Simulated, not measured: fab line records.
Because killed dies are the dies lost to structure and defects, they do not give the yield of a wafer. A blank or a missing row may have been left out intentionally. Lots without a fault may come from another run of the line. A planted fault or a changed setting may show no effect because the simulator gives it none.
Which tool is to blame? / flow nand-harc / 15 lots, 42 wafers sampled, at 5 steps of a route of 1302

## WHAT THE GAUGES READ, wafer by wafer
NHARC_A_ZERO_WELL_INSPECT_17. Usual: raw-defect-count at 10, with a standard deviation of 4.6.
lot=L548; measured=day 7 11:03; on=defect-inspect-01; raw-defect-count=13 12 10; flag=
lot=L549; measured=day 7 14:40; on=defect-inspect-01; raw-defect-count=10 5 13; flag=
lot=L551; measured=day 8 10:46; on=defect-inspect-02; raw-defect-count=14 12 11; flag=
lot=L552; measured=day 9 05:28; on=defect-inspect-01; raw-defect-count=6 6 2; flag=
lot=L553; measured=day 9 06:19; on=defect-inspect-01; raw-defect-count=6 8 9; flag=
lot=L554; measured=day 10 00:02; on=defect-inspect-01; raw-defect-count=6 8 3; flag=
lot=L556; measured=day 10 12:41; on=defect-inspect-02; raw-defect-count=9 9 16; flag=
lot=L557; measured=day 11 03:46; on=defect-inspect-02; raw-defect-count=12 12 10; flag=
lot=L558; measured=day 11 12:14; on=defect-inspect-02; raw-defect-count=8 17 9; flag=
lot=L563; measured=day 13 15:52; on=defect-inspect-02; raw-defect-count=9 18; flag=
lot=L565; measured=day 14 07:04; on=defect-inspect-01; raw-defect-count=13 13; flag=
lot=L566; measured=day 14 17:13; on=defect-inspect-01; raw-defect-count=9 2; flag=
lot=L568; measured=day 15 04:35; on=defect-inspect-02; raw-defect-count=11 16 9; flag=
lot=L569; measured=day 15 17:15; on=defect-inspect-01; raw-defect-count=8 12 5; flag=
lot=L570; measured=day 16 08:42; on=defect-inspect-02; raw-defect-count=9 12 14; flag=

NHARC_A_ONON_D1_THK_MEAS_08: measures by ellipsometry. Usual: thk-nm at 996 nm, with a standard deviation of 8.
lot=L548; measured=day 8 08:49; on=film-metro-02; thk-nm (nm)=997 997 998; flag=
lot=L549; measured=day 8 12:56; on=film-metro-02; thk-nm (nm)=988 987 989; flag=
lot=L551; measured=day 9 08:50; on=film-metro-02; thk-nm (nm)=996 996 996; flag=
lot=L552; measured=day 10 04:40; on=film-metro-01; thk-nm (nm)=1007 1009 1010; flag=
lot=L553; measured=day 10 04:40; on=film-metro-02; thk-nm (nm)=999 1000 1000; flag=
lot=L554; measured=day 10 21:55; on=film-metro-02; thk-nm (nm)=984 984 985; flag=
lot=L556; measured=day 11 10:07; on=film-metro-01; thk-nm (nm)=998 997 999; flag=
lot=L557; measured=day 12 02:56; on=film-metro-02; thk-nm (nm)=991 991 990; flag=
lot=L558; measured=day 12 09:39; on=film-metro-01; thk-nm (nm)=992 992 995; flag=
lot=L563; measured=day 14 14:38; on=film-metro-02; thk-nm (nm)=989 986; flag=
lot=L565; measured=day 15 06:53; on=film-metro-01; thk-nm (nm)=995 994; flag=
lot=L566; measured=day 15 16:51; on=film-metro-02; thk-nm (nm)=995 996; flag=
lot=L568; measured=day 16 01:44; on=film-metro-01; thk-nm (nm)=1004 1002 1004; flag=
lot=L569; measured=day 16 15:59; on=film-metro-01; thk-nm (nm)=988 985 988; flag=
lot=L570; measured=day 17 09:50; on=film-metro-02; thk-nm (nm)=993 992 992; flag=

NHARC_A_ONON_D1_THK_MEAS_14: measures by ellipsometry. Usual: thk-nm at 998 nm, with a standard deviation of 9.4.
lot=L548; measured=day 8 09:58; on=film-metro-02; thk-nm (nm)=1000 1001 1001; flag=
lot=L549; measured=day 8 14:04; on=film-metro-02; thk-nm (nm)=994 997 995; flag=
lot=L551; measured=day 9 09:58; on=film-metro-01; thk-nm (nm)=997 995 997; flag=
lot=L552; measured=day 10 05:49; on=film-metro-01; thk-nm (nm)=999 1000 998; flag=
lot=L553; measured=day 10 05:47; on=film-metro-02; thk-nm (nm)=1002 1002 1002; flag=
lot=L554; measured=day 10 23:03; on=film-metro-02; thk-nm (nm)=1005 1006 1007; flag=
lot=L556; measured=day 11 11:14; on=film-metro-02; thk-nm (nm)=1003 1004 1005; flag=
lot=L557; measured=day 12 04:05; on=film-metro-01; thk-nm (nm)=990 989 989; flag=
lot=L558; measured=day 12 10:47; on=film-metro-01; thk-nm (nm)=985 986 986; flag=
lot=L563; measured=day 14 15:46; on=film-metro-02; thk-nm (nm)=984 1549; flag=OFF
lot=L565; measured=day 15 08:01; on=film-metro-02; thk-nm (nm)=1559 1558; flag=OFF
lot=L566; measured=day 15 17:59; on=film-metro-01; thk-nm (nm)=1576 1575; flag=OFF
lot=L568; measured=day 16 02:52; on=film-metro-02; thk-nm (nm)=999 998 998; flag=
lot=L569; measured=day 16 17:08; on=film-metro-01; thk-nm (nm)=1013 1014 1013; flag=
lot=L570; measured=day 17 10:58; on=film-metro-02; thk-nm (nm)=987 990 988; flag=

NHARC_END_SORT_01. Usual: killed-at-array 56, standard deviation 21; killed-at-other 1.2, standard deviation 1.6; killed-at-periphery 3.7, standard deviation 2.5; killed-dies 61, standard deviation 21; killed-open 3.1, standard deviation 1.8; killed-short 2.8, standard deviation 1.7.
lot=L563; measured=day 30 15:24; on=prober-02; killed-at-array=34 668; killed-at-other=1 0; killed-at-periphery=10 9; killed-dies=45 677; killed-open=5 5; killed-short=3 3; flag=OFF
lot=L565; measured=day 31 19:35; on=prober-01; killed-at-array=673 675; killed-at-other=0 0; killed-at-periphery=4 2; killed-dies=677 677; killed-open=3 3; killed-short=5 1; flag=OFF
lot=L566; measured=day 31 19:33; on=prober-02; killed-at-array=672 674; killed-at-other=1 0; killed-at-periphery=4 3; killed-dies=677 677; killed-open=4 4; killed-short=6 4; flag=OFF

## WHAT TOOL EACH LOT RAN ON (gives the tool, then ch and the chambers of the sampled wafers, and finally the start)
lot=L548; NHARC_A_ONON_D1_DEP_12=pecvd-onon-01 ch 0, day 8 09:26
lot=L549; NHARC_A_ONON_D1_DEP_12=pecvd-onon-01 ch 0, day 8 13:37
lot=L551; NHARC_A_ONON_D1_DEP_12=pecvd-onon-02 ch 0, day 9 09:28
lot=L552; NHARC_A_ONON_D1_DEP_12=pecvd-onon-02 ch 0, day 10 05:17
lot=L553; NHARC_A_ONON_D1_DEP_12=pecvd-onon-04 ch 0, day 10 05:24
lot=L554; NHARC_A_ONON_D1_DEP_12=pecvd-onon-02 ch 0, day 10 22:36
lot=L556; NHARC_A_ONON_D1_DEP_12=pecvd-onon-04 ch 0, day 11 10:51
lot=L557; NHARC_A_ONON_D1_DEP_12=pecvd-onon-01 ch 0, day 12 03:40
lot=L558; NHARC_A_ONON_D1_DEP_12=pecvd-onon-04 ch 0, day 12 10:23
lot=L563; NHARC_A_ONON_D1_DEP_12=pecvd-onon-01 ch 0, day 14 15:16
lot=L565; NHARC_A_ONON_D1_DEP_12=pecvd-onon-01 ch 0, day 15 07:34
lot=L566; NHARC_A_ONON_D1_DEP_12=pecvd-onon-01 ch 0, day 15 17:32
lot=L568; NHARC_A_ONON_D1_DEP_12=pecvd-onon-04 ch 0, day 16 02:25
lot=L569; NHARC_A_ONON_D1_DEP_12=pecvd-onon-04 ch 0, day 16 16:40
lot=L570; NHARC_A_ONON_D1_DEP_12=pecvd-onon-02 ch 0, day 17 10:31
- NHARC_A_ONON_D1_DEP_12: target thk 1000 nm.

## WHAT THE TOOLS THEMSELVES READ (means of the sampled wafers that have a number; where no wafer has one, the mark that the record gives instead)
The record holds no such reading with a usual standard deviation.

## THE ANSWER, worked out from the rows above alone
Rule: take the mean of a lot's wafers that have a number; if it is more than 3 standard deviations from the usual mean, the lot is off. A lot without any number at a reading at which 4 lots or more have one is off too. Where the step has rows for the other lots, those lots are counted as sound. Order of review: gauges by route order, followed by the tools' own readings, for which a lot's mean as printed above is used. At the first step where some lot is off, the reading lying furthest off is the one used; lots without a number count as furthest.
Off at NHARC_A_ONON_D1_THK_MEAS_14 (thk-nm): L563, L565, L566.
If a tool, at a process step before that reading, ran all the lots that are off and no sound lot after the first of them, it fits. The gauges at NHARC_A_ONON_D1_THK_MEAS_14 aren't tried: what is off there is off at NHARC_END_SORT_01 too, on other tools, and a gauge's error can't cause that. One fits: pecvd-onon-01 at NHARC_A_ONON_D1_DEP_12. Its last sound lot is L557 (day 12 03:40), its first lot that is off L563 (day 14 15:16): a fault that began between those two fits.

## WHAT HAD BEEN PUT IN BY THE SIMULATOR
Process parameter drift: pecvd-onon-01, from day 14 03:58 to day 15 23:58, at NHARC_A_ONON_D1_DEP_12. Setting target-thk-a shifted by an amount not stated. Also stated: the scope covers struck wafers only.
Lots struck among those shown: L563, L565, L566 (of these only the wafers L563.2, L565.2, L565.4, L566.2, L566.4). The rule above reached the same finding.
